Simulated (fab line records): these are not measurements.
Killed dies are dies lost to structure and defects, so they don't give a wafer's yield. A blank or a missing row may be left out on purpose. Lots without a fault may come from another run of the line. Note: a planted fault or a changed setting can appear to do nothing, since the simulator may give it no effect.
Matching of chambers + flow n5Finfet + rieDiel-02 running N5_PMOS_HMC_CHANNEL_EPI_ETCH_32: 4 sister chambers
The step etches BARC in N2/H2, stops on SiO2, target depth 85.8 nm, time 50.3 s. 4 wafers are shown with their chamber, then 7 later ones without.

WAFERS PAIRED WITH THEIR CHAMBERS
| wafer  | chamber | showerheadPlenumPTorr (Torr) |
|--------|---------|------------------------------|
| L109.4 | 0       | 2.57                         |
| L110.4 | 2       | 2.54                         |
| L112.4 | 1       | 2.65                         |
| L112.5 | 3       | 2.47                         |

WAFERS WITHOUT THEIR CHAMBER
| wafer  | showerheadPlenumPTorr (Torr) |
|--------|------------------------------|
| L112.6 | 2.54                         |
| L116.1 | 2.53                         |
| L116.2 | 2.65                         |
| L116.6 | 2.47                         |
| L127.2 | 2.55                         |
| L127.3 | 2.46                         |
| L127.5 | 2.64                         |

THE CHAMBER EACH PASSED THROUGH
| wafer  | from the rows above     | in truth |
|--------|-------------------------|----------|
| L112.6 | 2                       | 2        |
| L116.1 | 2                       | 2        |
| L116.2 | 1                       | 1        |
| L116.6 | 3                       | 3        |
| L127.2 | can't be placed: 2 or 0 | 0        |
| L127.3 | 3                       | 3        |
| L127.5 | 1                       | 1        |
Placed correctly: 6 of 7. Not placeable from these rows: 1 (in 1, the candidates include the true chamber). Placed wrongly: 0.
How it was worked out, from the rows above alone: a wafer's distance from a chamber is the root of the sum, over the readings, of the square of ((its reading less the chamber's mean) divided by the reading's scatter). If the next closest chamber is less than 2 further off than the closest, the wafer can't be placed; otherwise it belongs to the closest. A chamber's mean is the mean of its shown wafers. The scatter: root of mean squared gap, hidden wafer to nearest shown wafer, with one shown wafer a chamber.
